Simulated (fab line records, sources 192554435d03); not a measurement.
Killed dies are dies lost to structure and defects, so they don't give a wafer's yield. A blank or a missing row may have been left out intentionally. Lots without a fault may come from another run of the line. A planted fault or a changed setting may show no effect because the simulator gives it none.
fab line records	flow n5-finfet
[record] lots = 10	wafers = 28	last-day = 19
route steps=1938 shown HKMG_FIN@432 BEOL_M4@1111 PASSIVATION@1936
lots that met no fault: from a run of the same line without faults
start-h: the number of hours between the record's first day and the start of the first shown wafer of the lot	wait-h: hours elapsed since this lot's preceding step	" same as the row above	L1.1+2: a single row standing in for several wafers	- value missing, or start not given	* or withheld: withheld	< > ~ a bound
route shown NAME@n: a module of which the file shows steps, and the number in the route of the first	usual: mean and standard deviation over wafers with no fault	same: alike in all rows	chamber/n: place in a boat	sites: per-site readings	_std_site: the values' standard deviation	_edge_site: inner sites' mean taken away from outer sites' mean	radius-mm: how far each site lies from the wafer's centre	mask NAME#n: copy n	behind: the last tool/chamber to shape the wafer	hold: cause of the lot's hold/its duration in hours/its outcome	device: whichever transistor did not switch (one of n, p or np)	end of line: at the end of the route, the tests of the same wafers	step lacking rows: just its recipe	killed: at the first sort, the dies lost to defects and structure; wafer yield is something else	map: dies across one wafer; x = killed, . = not, _ = none there
set.NAME: setting as actually run; set.NAME@STEP: the setting as run at that earlier step	model.NAME: the simulator's own value behind a step, which no gauge read
route steps across a sampled set of lots; one table per step, one row per wafer
services: a tool's chamber out of use, with start hour (start-h, from the record's first day; less than 0 if before it), hours out, and reason
[[steps]]
[step N5_HKMG_FIN_INSPECT_14]
[recipe] mode = adi	inspect-instrument = macro
[usual] raw-defect-count = 2.0/1.4
lot.wafer	tool	chamber	start-h	wait-h	raw-defect-count
L389.1	defect-inspect-02	-	99.78	0.0	3
L389.3	"	-	"	"	2
L390.2	defect-inspect-02	-	110.45	0.0	1
L390.5	"	-	"	"	2
L390.6	"	-	"	"	1
L391.1	defect-inspect-02	-	110.66	0.0	2
L391.2	"	-	"	"	3
L393.1	defect-inspect-01	-	123.93	0.0	1
L393.3	"	-	"	"	3
L393.4	"	-	"	"	1
L394.1	defect-inspect-01	-	130.25	0.0	0
L394.4	"	-	"	"	1
L394.6	"	-	"	"	0
L395.1	defect-inspect-02	-	140.09	0.0	4
L395.3	"	-	"	"	0
L395.4	"	-	"	"	2
L403.2	defect-inspect-01	-	187.45	0.0	2
L403.3	"	-	"	"	4
L403.5	"	-	"	"	4
L404.1	defect-inspect-01	-	190.20	0.0	3
L404.2	"	-	"	"	5
L404.6	"	-	"	"	2
L405.2	defect-inspect-02	-	198.44	0.0	1
L405.5	"	-	"	"	2
L405.6	"	-	"	"	1
L408.1	defect-inspect-01	-	214.02	0.0	2
L408.3	"	-	"	"	1
L408.5	"	-	"	"	1
[step N5_HKMG_FIN_STRIP_88]
[recipe] chemistry = N2/H2	power-w = 2500	temp-c = 300	h2-frac = 0.65	time-s = 360	pressure-mtorr = withheld	n2-flow-sccm = 1750	h2-flow-sccm = 3250
[usual] drypump-motor-current-A = 6.0/0.44	h2-flow-sccm = 3251/9.4	heater-power-w = 458/57
lot.wafer	tool	chamber	start-h	wait-h	drypump-motor-current-A	h2-flow-sccm	heater-power-w	rf-hours-counter-h
L389.1	plasma-asher-02	0	101.40	0.0	6.0	3241	422	90
L389.3	"	1	"	"	5.6	3249	451	-
L390.2	plasma-asher-01	1	112.26	0.0	5.6	3245	532	41
L390.5	"	0	"	"	6.6	3239	411	-
L390.6	"	1	"	"	5.6	3253	527	-
L391.1	plasma-asher-02	0	112.76	0.0	6.0	3257	415	93
L391.2	"	1	"	"	5.6	3242	455	93
L393.1	plasma-asher-01	1	125.54	0.0	-	-	-	-
L393.3	"	0	"	"	-	-	-	-
L393.4	"	1	"	"	-	-	-	-
L394.1	plasma-asher-02	1	132.00	0.0	-	-	-	-
L394.4	"	1	"	"	-	-	-	-
L394.6	"	1	"	"	-	-	-	-
L395.1	plasma-asher-01	1	141.69	0.0	-	-	-	-
L395.3	"	0	"	"	-	-	-	-
L395.4	"	1	"	"	-	-	-	-
L403.2	plasma-asher-01	1	189.47	0.1	5.6	3261	529	63
L403.3	"	0	"	"	6.6	3235	406	-
L403.5	"	0	"	"	6.6	3266	412	-
L404.1	plasma-asher-01	0	192.04	0.0	6.6	3243	406	64
L404.2	"	1	"	"	5.6	3238	539	64
L404.6	"	1	"	"	5.6	3227	530	-
L405.2	plasma-asher-01	1	200.10	0.0	5.6	3240	530	67
L405.5	"	0	"	"	6.6	3260	409	-
L405.6	"	1	"	"	5.6	3260	538	-
L408.1	plasma-asher-01	1	215.74	0.0	5.6	3235	536	74
L408.3	"	0	"	"	6.6	3250	418	-
L408.5	"	0	"	"	6.6	3254	401	-
[step N5_HKMG_FIN_STRIP_90]
[recipe] chemistry = N2/H2	material = SOC	time-s = 20	power-w = 500	temp-c = 40	pressure-mtorr = 50	rf-frequency-hz = 6e+07	bias-power-w = 8	h2-frac = 0.5	n2-flow-sccm = 300	h2-flow-sccm = 300
[usual] bias-power-w = 7.999/0.023	chamber-pressure-mTorr = 49.99/0.043	drypump-motor-current-A = 5.6/0.61	h2-flow-sccm = 300.1/1	oes-product-au = 0.81/0.085	rf-vpp-V = 54.3/0.85	showerhead-plenum-p-Torr = 3.36/0.12	throttle-valve-pct = 19.1/0.42
lot.wafer	tool	chamber	start-h	wait-h	bias-power-w	chamber-pressure-mTorr	drypump-motor-current-A	h2-flow-sccm	oes-product-au	rf-hours-counter-h	rf-vpp-V	showerhead-plenum-p-Torr	throttle-valve-pct
L389.1	rie-diel-04	1	102.28	0.0	7.989	49.99	6.3	300.5	0.70	243	54.1	3.45	18.6
L389.3	"	2	"	"	8.024	50.05	4.9	300.3	0.70	213	53.7	3.17	18.6
L390.2	rie-diel-03	3	113.17	0.0	8.002	50.03	5.1	301.2	0.92	7	53.1	3.29	18.7
L390.5	"	3	"	"	7.990	49.92	5.1	300.0	0.93	-	53.9	3.29	18.7
L390.6	"	0	"	"	7.945	49.99	5.7	299.1	0.68	-	54.6	3.18	19.4
L391.1	rie-diel-04	3	113.69	0.0	7.954	50.01	6.2	300.6	0.78	150	53.5	3.50	19.2
L391.2	"	1	"	"	8.015	50.03	6.3	300.6	0.70	248	56.0	3.45	18.6
L393.1	rie-diel-04	3	126.42	0.0	8.024	49.99	6.2	300.6	0.78	154	55.4	3.50	19.2
L393.3	"	2	"	"	7.973	49.99	4.9	300.2	0.69	222	53.9	3.17	18.7
L393.4	"	2	"	"	7.988	49.90	4.9	301.2	0.70	-	55.1	3.17	18.7
L394.1	rie-diel-03	3	132.89	0.0	7.977	50.01	5.1	300.8	0.90	13	54.0	3.28	18.7
L394.4	"	1	"	"	7.985	50.02	4.7	299.7	0.86	39	54.1	3.29	19.8
L394.6	"	2	"	"	7.992	49.97	5.1	300.1	0.87	-	53.0	3.31	19.4
L395.1	rie-diel-05	2	142.62	0.0	8.024	50.01	6.7	301.4	0.89	39	55.3	3.42	18.7
L395.3	"	3	"	"	8.031	50.08	5.7	301.2	0.88	44	53.4	3.28	18.7
L395.4	"	0	"	"	7.969	49.99	5.1	299.6	0.90	31	54.9	3.44	19.2
L403.2	rie-diel-05	0	190.35	0.0	8.023	50.00	5.2	300.2	0.87	48	54.6	3.43	19.2
L403.3	"	3	"	"	7.960	50.02	5.7	298.2	0.84	62	53.8	3.27	18.7
L403.5	"	1	"	"	8.006	50.02	5.5	300.7	0.74	-	55.8	3.48	19.4
L404.1	rie-diel-03	2	193.04	0.0	7.998	49.92	5.1	301.8	0.85	65	53.9	3.29	19.4
L404.2	"	0	"	"	7.986	50.02	5.7	299.8	0.96	11	55.8	3.58	19.0
L404.6	"	0	"	"	7.998	50.05	5.7	301.0	0.95	-	55.4	3.58	19.0
L405.2	rie-diel-05	2	200.99	0.0	7.996	50.03	6.6	301.2	0.85	62	54.7	3.41	18.7
L405.5	"	2	"	"	7.982	49.94	6.6	303.1	0.84	-	54.6	3.41	18.7
L405.6	"	3	"	"	8.002	50.01	5.7	299.5	0.84	-	53.4	3.27	18.7
L408.1	rie-diel-03	3	216.62	0.0	8.028	50.01	5.1	299.4	0.85	44	53.0	3.27	18.7
L408.3	"	2	"	"	7.987	49.95	5.1	299.4	0.83	72	54.1	3.29	19.4
L408.5	"	1	"	"	8.003	50.02	4.7	298.7	0.82	-	54.5	3.27	19.9
[step N5_HKMG_FIN_ETCHBACK_68]
[recipe] chemistry = Cl2/Ar	stop-on = HfO2	target-depth-a = 5	pressure-mtorr = 10	icp-w = 600	bias-w = 60	Cl2_flow_sccm = 40	Ar_flow_sccm = 60
[usual] chamber-pressure-mTorr = 9.999/0.011	drypump-motor-current-A = 5.8/0.52	mfc-ar-sccm = 59.99/0.18	oes-product-au = 0.76/0.12	throttle-valve-pct = 20.83/0.29
lot.wafer	tool	chamber	start-h	wait-h	chamber-pressure-mTorr	drypump-motor-current-A	mfc-ar-sccm	oes-product-au	rf-hours-counter-h	throttle-valve-pct
L389.1	rie-metal-01	0	102.44	0.0	10.076	6.6	60.10	0.59	124	21.09
L389.3	"	0	"	"	10.002	6.5	60.22	0.59	-	21.10
L390.2	rie-metal-02	1	113.33	0.0	9.998	5.9	59.92	0.89	12	20.42
L390.5	"	1	"	"	9.996	5.9	59.92	0.90	-	20.40
L390.6	"	0	"	"	10.000	5.0	60.25	0.91	-	20.67
L391.1	rie-metal-01	0	113.84	0.0	9.995	6.6	60.18	0.60	125	21.09
L391.2	"	1	"	"	9.996	6.0	60.00	0.72	67	21.03
L393.1	rie-metal-02	1	126.58	0.0	9.996	5.9	59.91	0.89	13	20.42
L393.3	"	1	"	"	9.994	5.9	59.90	0.89	-	20.42
L393.4	"	0	"	"	9.994	5.0	60.21	0.89	-	20.66
L394.1	rie-metal-01	1	133.05	0.0	10.000	6.0	59.92	0.72	69	21.02
L394.4	"	1	"	"	10.005	6.0	60.01	0.72	-	21.00
L394.6	"	0	"	"	9.989	6.5	60.03	0.59	-	21.11
L395.1	rie-metal-01	1	142.78	0.0	10.006	6.0	59.84	0.71	71	21.03
L395.3	"	1	"	"	9.998	6.0	59.68	0.71	-	21.03
L395.4	"	0	"	"	10.003	6.5	59.97	0.59	-	21.11
L403.2	rie-metal-01	0	190.51	0.0	10.004	6.5	60.06	0.57	133	21.12
L403.3	"	0	"	"	9.997	6.5	59.78	0.58	-	21.10
L403.5	"	1	"	"	9.999	6.0	59.79	0.71	-	21.06
L404.1	rie-metal-02	0	193.20	0.0	10.003	4.9	59.88	0.89	9	20.66
L404.2	"	1	"	"	10.015	5.9	60.23	0.84	23	20.45
L404.6	"	0	"	"	9.999	4.9	59.76	0.89	-	20.66
L405.2	rie-metal-01	1	201.19	0.1	9.988	6.0	60.11	0.70	-	21.03
L405.5	"	1	"	"	9.990	6.0	59.93	0.71	-	21.03
L405.6	"	1	"	"	10.000	6.0	59.92	0.70	-	21.04
L408.1	rie-metal-02	1	216.78	0.0	9.992	5.8	59.79	0.84	25	20.45
L408.3	"	0	"	"	9.993	5.0	59.85	0.88	-	20.67
L408.5	"	1	"	"	9.991	5.9	59.84	0.84	-	20.43
[step N5_BEOL_M4_RC_MEAS_101]
[usual] DIBL_N = 36.4/1.9	DIBL_P = 35.8/2.1	IOFF_N = 0.158/0.029	IOFF_P = 0.21/0.035	ION_N = 676/14	ION_P = 465/9.7	SS_N = 71.5/0.66	SS_P = 73.4/0.7	VT_N = 249.8/3	VT_P = -250/3.3
lot.wafer	tool	chamber	start-h	wait-h	DIBL_N[mV/V]	DIBL_P[mV/V]	IOFF_N[nA/um]	IOFF_P[nA/um]	ION_N[uA/um]	ION_P[uA/um]	SS_N[mV/dec]	SS_P[mV/dec]	VT_N[mV]	VT_P[mV]
L389.1	prober-02	0	211.23	0.3	38.7	39.5	0.200	0.23	693	465	72.1	74.2	246.4	-250
L389.3	"	0	"	"	37.0	37.7	0.170	0.21	694	473	71.2	73.7	248.1	-253
L390.2	prober-01	0	226.16	0.2	34.3	32.2	0.113	0.18	676	473	70.4	72.4	255.0	-251
L390.5	"	0	"	"	37.0	34.8	0.145	0.22	664	462	71.4	73.2	250.7	-247
L390.6	"	0	"	"	34.0	31.5	0.107	0.18	661	461	70.4	72.1	254.0	-250
L391.1	prober-02	0	233.13	0.0	37.6	35.5	0.155	0.22	688	474	70.3	73.1	249.2	-248
L391.2	"	0	"	"	38.4	36.2	0.171	0.22	690	471	71.1	73.4	250.3	-246
L403.2	prober-02	0	306.54	0.3	35.8	34.8	0.155	0.21	671	469	71.1	73.4	250.0	-249
L403.3	"	0	"	"	35.2	34.1	0.142	0.19	666	459	71.3	73.4	251.1	-248
L403.5	"	0	"	"	34.1	31.6	0.117	0.16	656	448	71.0	72.0	250.5	-251
L404.1	prober-02	0	324.59	0.0	37.4	37.4	0.166	0.20	686	465	72.2	73.7	249.1	-254
L404.2	"	0	"	"	34.5	32.9	0.117	0.15	664	452	71.0	72.8	253.6	-256
L404.6	"	0	"	"	38.1	38.2	0.185	0.22	688	465	71.3	73.6	248.7	-253
L405.2	prober-02	0	329.41	0.2	38.4	37.8	0.196	0.23	676	461	72.1	73.7	247.2	-247
L405.5	"	0	"	"	35.8	33.4	0.134	0.17	666	454	70.3	72.7	250.9	-251
L405.6	"	0	"	"	39.0	37.1	0.208	0.23	665	457	72.7	73.9	247.2	-250
L408.1	prober-01	0	346.11	0.0	33.6	33.7	0.126	0.18	668	463	72.0	72.9	252.8	-250
L408.3	"	0	"	"	31.6	31.8	0.110	0.16	667	462	70.6	72.2	253.3	-254
L408.5	"	0	"	"	30.2	30.0	0.091	0.14	652	455	70.8	71.9	257.4	-254
[step N5_PASSIVATION_PROBE_49]
[usual] defect-limited-yield = 91.3/1.3	killed_at_M0_to_M3 = 34/9.1	killed_at_M4_up = 14/5.6	killed-at-contacts = 13/5.9	killed-at-front-end = 39/11	killed-at-other = 3.6/3	killed-dies = 102/16	killed-on-rim = 13/4	killed-open = 68/12	killed-short = 33/7.3	sort_bin_5_function = 5.2/0.89	sort_bin_6_memory = 3.2/0.68	sort-n-pass = 1078/16	sort-yield-pct = 91.3/1.3
[same] gross-dies = 1180	killed-at-back-side = 0	sort_bin_4_leakage[%] = 0	sort_bin_8_speed[%] = 0
lot.wafer	tool	chamber	start-h	wait-h	defect-limited-yield[%]	killed_at_M0_to_M3	killed_at_M4_up	killed-at-contacts	killed-at-front-end	killed-at-other	killed-dies	killed-on-rim	killed-open	killed-short	sort_bin_5_function[%]	sort_bin_6_memory[%]	sort-n-pass	sort-yield-pct[%]
L389.1	prober-02	-	319.29	0.0	90.3	44	18	6	46	1	115	14	68	45	6.1	2.8	1065	90.3
L389.3	prober-02	-	319.39	0.1	91.5	25	7	1	60	7	100	16	61	38	4.8	3.2	1080	91.5
L390.2	prober-01	-	332.52	0.1	92.5	28	13	4	41	3	89	14	59	30	5.3	1.9	1091	92.5
L390.5	prober-01	-	332.67	0.2	90.5	34	24	1	44	9	112	18	72	37	4.9	4.3	1068	90.5
L390.6	prober-01	-	332.72	0.3	92.5	25	15	6	41	1	88	17	63	23	4.4	2.7	1092	92.5
L391.1	prober-01	-	341.74	0.0	87.8	49	10	12	70	3	144	19	99	44	7.8	4.3	1036	87.8
L391.2	prober-01	-	341.79	0.1	88.6	50	13	18	52	2	135	15	89	44	6.6	4.4	1045	88.6
L393.1	prober-01	-	347.27	0.0	0.9	43	13	5	1100	8	1169	151	87	36	95.8	3.1	11	0.9
L393.3	prober-01	-	347.37	0.1	0	58	13	10	1092	7	1180	152	79	39	95.8	4.1	0	0
L393.4	prober-01	-	347.42	0.2	1.2	46	13	9	1095	3	1166	149	60	37	94.9	3.8	14	1.2
L394.1	prober-02	-	348.79	0.0	0	29	9	7	1125	10	1180	152	87	48	94.6	5.0	0	0
L394.4	prober-02	-	348.94	0.2	2.8	29	18	15	1082	3	1147	152	90	46	92.8	4.2	33	2.8
L394.6	prober-02	-	349.04	0.3	0	34	6	9	1122	9	1180	152	63	35	96.7	3.3	0	0
L395.1	prober-02	-	357.19	0.0	1.8	35	9	17	1094	4	1159	152	76	24	95.8	2.1	21	1.8
L395.3	prober-02	-	357.29	0.1	3.0	30	17	12	1085	1	1145	145	68	21	93.4	2.2	35	3.0
L395.4	prober-02	-	357.34	0.2	3.3	27	15	5	1091	3	1141	127	65	29	93.3	3.3	39	3.3
L403.2	prober-02	-	417.43	0.1	90.8	38	25	14	31	1	109	21	75	32	6.8	2.2	1071	90.8
L403.3	prober-02	-	417.48	0.1	92.2	31	8	10	41	2	92	11	54	38	4.9	2.6	1088	92.2
L403.5	prober-02	-	417.58	0.2	92.4	39	15	6	29	1	90	10	47	41	4.3	3.0	1090	92.4
L405.2	prober-02	-	439.32	0.1	91.6	49	7	13	27	3	99	11	73	24	4.4	3.8	1081	91.6
L405.5	prober-02	-	439.47	0.2	92.4	23	11	15	38	3	90	18	68	21	4.9	2.5	1090	92.4
L405.6	prober-02	-	439.52	0.3	92.2	27	7	28	23	7	92	11	59	33	4.5	3.0	1088	92.2
L404.1	prober-01	-	439.81	0.0	91.5	14	17	15	51	3	100	18	62	38	5.2	3.1	1080	91.5
L404.2	prober-01	-	439.86	0.1	91.5	26	10	12	51	1	100	12	42	56	5.3	2.5	1080	91.5
L404.6	prober-01	-	440.06	0.3	93.0	19	18	17	28	1	83	7	53	28	3.7	3.1	1097	93.0
L408.1	prober-02	-	462.47	0.0	91.9	22	8	19	45	2	96	14	48	41	4.7	2.5	1084	91.9
L408.3	prober-02	-	462.57	0.1	94.3	24	6	9	27	1	67	18	40	24	3.4	2.0	1113	94.3
L408.5	prober-02	-	462.67	0.2	92.4	35	14	15	26	0	90	13	65	21	4.6	3.1	1090	92.4
// killed by level:class
L389.1 FIN_SAQP:geometric-particle:short=14 BEOL_M0_SAQP:geometric-particle:short=14 BEOL_M0_SAQP:geometric-particle:open=13 FIN_SAQP:geometric-particle:open=8 BEOL_M4:geometric-particle:open=8 BEOL_M1:geometric-particle:open=6 STI_FIN_REVEAL:geometric-particle:open=5 GATE_CUT:geometric-particle:open=5
L389.3 STI_FIN_REVEAL:geometric-particle:open=14 FIN_SAQP:geometric-particle:short=13 BEOL_M1:geometric-particle:open=7 ILD0:geometric-particle:short=6 FIN_SAQP:geometric-particle:open=4 STI_FIN_REVEAL:geometric-particle:short=4 GATE_CUT:geometric-particle:short=4 BEOL_M0_SAQP:geometric-particle:short=4
L390.2 BEOL_M0_SAQP:geometric-particle:short=8 FIN_SAQP:geometric-particle:open=7 STI_FIN_REVEAL:geometric-particle:open=7 BEOL_M0_SAQP:geometric-particle:open=6 STARTING-WAFER:geometric-particle:open=5 ILD0:geometric-particle:open=4 BEOL_M2:geometric-particle:open=4 MOL_CONTACT_COAG:geometric-particle:open=4
L390.5 STI_FIN_REVEAL:geometric-particle:open=12 BEOL_M2:geometric-particle:open=7 BEOL_M1:geometric-particle:open=7 BEOL_M4:geometric-particle:open=7 BEOL_M6:geometric-particle:open=6 STI_FIN_REVEAL:geometric-particle:short=5 FIN_SAQP:geometric-particle:short=4 BEOL_M3:geometric-particle:open=4
L390.6 FIN_SAQP:geometric-particle:open=10 STI_FIN_REVEAL:geometric-particle:open=8 BEOL_M1:geometric-particle:open=7 BEOL_M4:geometric-particle:open=7 FIN_SAQP:geometric-particle:short=5 BEOL_M5:geometric-particle:open=5 BEOL_M2:geometric-particle:open=5 MOL_CONTACT_COAG:geometric-particle:open=4
L391.1 STI_FIN_REVEAL:geometric-particle:open=20 FIN_SAQP:geometric-particle:open=18 BEOL_M0_SAQP:geometric-particle:open=16 BEOL_M0_SAQP:geometric-particle:short=11 BEOL_M2:geometric-particle:open=11 MOL_CONTACT_COAG:geometric-particle:open=10 FIN_SAQP:geometric-particle:short=9 BEOL_M4:geometric-particle:open=5
L391.2 MOL_CONTACT_COAG:geometric-particle:open=16 FIN_SAQP:geometric-particle:open=14 BEOL_M0_SAQP:geometric-particle:open=12 BEOL_M3:geometric-particle:open=11 FIN_SAQP:geometric-particle:short=8 BEOL_M2:geometric-particle:open=8 GATE_CUT:geometric-particle:short=7 BEOL_M0_SAQP:geometric-particle:short=7
L393.1 HKMG_FIN:area-ald=1046 FIN_SAQP:geometric-particle:open=15 FIN_SAQP:geometric-particle:short=15 BEOL_M2:geometric-particle:open=13 BEOL_M3:geometric-particle:open=9 DUMMY_GATE:geometric-particle:open=7 BEOL_M0_SAQP:geometric-particle:open=7 BEOL_M4:geometric-particle:open=6
L393.3 HKMG_FIN:area-ald=1062 BEOL_M0_SAQP:geometric-particle:short=14 BEOL_M1:geometric-particle:open=13 BEOL_M0_SAQP:geometric-particle:open=10 MOL_CONTACT_COAG:geometric-particle:open=8 STI_FIN_REVEAL:geometric-particle:open=7 BEOL_M3:geometric-particle:open=7 BEOL_M4:geometric-particle:open=5
L393.4 HKMG_FIN:area-ald=1069 FIN_SAQP:geometric-particle:open=8 BEOL_M1:geometric-particle:open=8 BEOL_M0_SAQP:geometric-particle:open=8 BEOL_M0_SAQP:geometric-particle:short=8 BEOL_M2:geometric-particle:open=7 MOL_CONTACT_COAG:geometric-particle:open=6 BEOL_M0:geometric-particle:short=5
L394.1 HKMG_FIN:area-ald=1045 FIN_SAQP:geometric-particle:open=27 GATE_CUT:geometric-particle:short=13 DUMMY_GATE:geometric-particle:open=7 MOL_CONTACT_COAG:geometric-particle:open=7 FIN_SAQP:geometric-particle:short=6 BEOL_M2:geometric-particle:open=6 ILD0:geometric-particle:open=6
L394.4 HKMG_FIN:area-ald=1010 FIN_SAQP:geometric-particle:open=26 MOL_CONTACT_COAG:geometric-particle:open=13 GATE_CUT:geometric-particle:short=12 FIN_SAQP:geometric-particle:short=7 GATE_CUT:geometric-particle:open=6 BEOL_M4:geometric-particle:open=6 BEOL_M1:geometric-particle:open=5
L394.6 HKMG_FIN:area-ald=1082 BEOL_M3:geometric-particle:open=13 BEOL_M0_SAQP:geometric-particle:open=8 FIN_SAQP:geometric-particle:open=7 MOL_CONTACT_COAG:geometric-particle:open=7 GATE_CUT:geometric-particle:short=5 BEOL_M2:geometric-particle:open=5 MIM_TOP_ETCH:geometric-particle:open=5
L395.1 HKMG_FIN:area-ald=1057 MOL_CONTACT_COAG:geometric-particle:open=14 BEOL_M2:geometric-particle:open=9 FIN_SAQP:geometric-particle:open=7 FIN_SAQP:geometric-particle:short=6 STI_FIN_REVEAL:geometric-particle:open=6 BEOL_M3:geometric-particle:open=6 BEOL_M0_SAQP:geometric-particle:open=6
L395.3 HKMG_FIN:area-ald=1041 BEOL_M2:geometric-particle:open=14 HKMG_FIN:area-etch=14 BEOL_M4:geometric-particle:open=11 MOL_CONTACT_COAG:geometric-particle:open=11 BEOL_M3:geometric-particle:open=8 STARTING-WAFER:geometric-particle:open=6 FIN_SAQP:geometric-particle:open=5
L395.4 HKMG_FIN:area-ald=1046 FIN_SAQP:geometric-particle:open=12 BEOL_M4:geometric-particle:open=8 BEOL_M2:geometric-particle:open=8 FIN_SAQP:geometric-particle:short=6 GATE_CUT:geometric-particle:short=6 MOL_CONTACT_COAG:geometric-particle:open=5 BEOL_M8:geometric-particle:open=5
L403.2 MOL_CONTACT_COAG:geometric-particle:open=10 BEOL_M2:geometric-particle:open=10 BEOL_M0_SAQP:geometric-particle:open=9 FIN_SAQP:geometric-particle:open=7 BEOL_M0_SAQP:geometric-particle:short=6 BEOL_M3:geometric-particle:open=6 DUMMY_GATE:geometric-particle:open=5 GATE_CUT:geometric-particle:short=5
L403.3 FIN_SAQP:geometric-particle:short=9 FIN_SAQP:geometric-particle:open=9 MOL_CONTACT_COAG:geometric-particle:open=9 BEOL_M0_SAQP:geometric-particle:short=7 BEOL_M0_SAQP:geometric-particle:open=7 DUMMY_GATE:geometric-particle:open=5 BEOL_M2:geometric-particle:open=5 BEOL_M3:geometric-particle:open=5
L403.5 BEOL_M0_SAQP:geometric-particle:short=11 BEOL_M0_SAQP:geometric-particle:open=8 GATE_CUT:geometric-particle:short=7 BEOL_M1:geometric-particle:short=7 BEOL_M3:geometric-particle:open=7 FIN_SAQP:geometric-particle:short=5 MOL_CONTACT_COAG:geometric-particle:open=5 BEOL_M2:geometric-particle:open=5
L405.2 BEOL_M2:geometric-particle:open=18 BEOL_M3:geometric-particle:open=13 MOL_CONTACT_COAG:geometric-particle:open=12 STI_FIN_REVEAL:geometric-particle:open=8 FIN_SAQP:geometric-particle:short=7 BEOL_M0_SAQP:geometric-particle:open=6 BEOL_M1:geometric-particle:open=4 BEOL_M3:geometric-particle:short=4
L405.5 MOL_CONTACT_COAG:geometric-particle:open=13 FIN_SAQP:geometric-particle:open=10 STI_FIN_REVEAL:geometric-particle:open=7 BEOL_M4:geometric-particle:open=6 BEOL_M1:geometric-particle:open=6 FIN_SAQP:geometric-particle:short=5 ILD0:geometric-particle:open=4 BEOL_M0_SAQP:geometric-particle:open=4
L405.6 MOL_CONTACT_COAG:geometric-particle:open=24 BEOL_M3:geometric-particle:open=8 BEOL_M0_SAQP:geometric-particle:short=5 FIN_SAQP:geometric-particle:open=4 ILD0:geometric-particle:open=4 MOL_CONTACT_COAG:geometric-particle:short=4 BEOL_M1:geometric-particle:open=4 STARTING-WAFER:geometric-particle:short=4
L404.1 FIN_SAQP:geometric-particle:short=18 MOL_CONTACT_COAG:geometric-particle:open=12 FIN_SAQP:geometric-particle:open=11 BEOL_M5:geometric-particle:open=8 GATE_CUT:geometric-particle:open=5 BEOL_M1:geometric-particle:open=4 STI_FIN_REVEAL:geometric-particle:open=4 GATE_CUT:geometric-particle:short=4
L404.2 FIN_SAQP:geometric-particle:short=24 MOL_CONTACT_COAG:geometric-particle:short=12 FIN_SAQP:geometric-particle:open=8 BEOL_M1:geometric-particle:open=8 BEOL_M0_SAQP:geometric-particle:short=6 BEOL_M0_SAQP:geometric-particle:open=4 BEOL_M5:geometric-particle:open=4 STI_FIN_REVEAL:geometric-particle:short=3
L404.6 MOL_CONTACT_COAG:geometric-particle:open=11 BEOL_M5:geometric-particle:open=10 FIN_SAQP:geometric-particle:short=9 BEOL_M0_SAQP:geometric-particle:open=5 MOL_CONTACT_COAG:geometric-particle:short=5 BEOL_M0_SAQP:geometric-particle:short=5 BEOL_M1:geometric-particle:open=4 STARTING-WAFER:geometric-particle:short=4
L408.1 FIN_SAQP:geometric-particle:short=13 MOL_CONTACT_COAG:geometric-particle:open=13 BEOL_M3:geometric-particle:open=10 FIN_SAQP:geometric-particle:open=7 MOL_CONTACT_COAG:geometric-particle:short=6 HKMG_FIN:area-etch=5 BEOL_M2:geometric-particle:short=4 DUMMY_GATE:geometric-particle:open=3
L408.3 BEOL_M3:geometric-particle:open=12 STI_FIN_REVEAL:geometric-particle:open=5 MOL_CONTACT_COAG:geometric-particle:open=5 DUMMY_GATE:geometric-particle:open=4 MOL_CONTACT_COAG:geometric-particle:short=4 ILD0:geometric-particle:short=3 BEOL_M3:geometric-particle:short=3 STARTING-WAFER:geometric-particle:short=3
L408.5 MOL_CONTACT_COAG:geometric-particle:open=12 BEOL_M3:geometric-particle:open=10 BEOL_M2:geometric-particle:open=7 STI_FIN_REVEAL:geometric-particle:open=6 BEOL_M0_SAQP:geometric-particle:short=6 DUMMY_GATE:geometric-particle:open=5 BEOL_M0_SAQP:geometric-particle:open=4 BEOL_M6:geometric-particle:open=4
[[services]]
tool	chamber	start-h	hours	kind
plasma-asher-02	-	89.19	4.2	repair
rie-diel-04	1	120.51	-	clean
rie-diel-04	1	120.51	-	consumable-replace:focus-ring
rie-diel-04	1	120.51	22.1	scheduled-down
rie-diel-04	1	120.51	22.1	vent-cycle
rie-metal-02	0	128.53	57.1	repair
rie-diel-03	0	134.87	-	clean
rie-diel-03	0	134.87	-	consumable-replace:focus-ring
rie-diel-03	0	134.87	-	consumable-replace:showerhead
rie-diel-03	0	134.87	27.9	scheduled-down
rie-diel-03	0	134.87	27.9	vent-cycle
rie-metal-02	-	135.37	2.8	pm
rie-diel-04	0	147.84	10.7	repair
rie-metal-02	-	158.80	1.4	pm
plasma-asher-02	-	161.88	63.7	repair
rie-metal-01	0	192.20	-	clean
rie-metal-01	0	192.20	32.0	scheduled-down
rie-metal-01	0	192.20	32.0	vent-cycle
rie-diel-04	2	196.02	-	clean
rie-diel-04	2	196.02	-	consumable-replace:focus-ring
rie-diel-04	2	196.02	-	consumable-replace:showerhead
rie-diel-04	2	196.02	23.0	scheduled-down
rie-diel-04	2	196.02	23.0	vent-cycle
[[key]]
[first-sign] step = N5_HKMG_FIN_STRIP_88	reading = tool-record	direction = missing
[effect] step = N5_PASSIVATION_PROBE_49	reading = sort_bin_5_function	direction = up	sigmas = 99+	usual = 5.2	struck = 94.8
[more-kills-born-at] N5_HKMG_FIN_NWFM_ALD_20@ald-metal-04 = 6314	N5_HKMG_FIN_NWFM_ALD_20@ald-metal-01 = 3144
met-at N5_HKMG_FIN_STRIP_88
struck-lots L393,L394,L395
later-rows-left-out L393.1,L393.3,L393.4,L394.1,L394.4,L394.6,L395.1,L395.3,L395.4
not-acting-at N5_HKMG_FIN_INSPECT_14,N5_HKMG_FIN_STRIP_90,N5_HKMG_FIN_ETCHBACK_68
onset-between 112.76 125.54
[fault] kind = skipped-step-whole	tool = plasma-asher-01,plasma-asher-02	chamber = -	onset-h = 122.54	steps = N5_HKMG_FIN_STRIP_88	scope = struck-lots-only
// later-rows-left-out: the simulator's readings of these wafers behind a module that went badly wrong aren't trusted and aren't shown, but for the sort
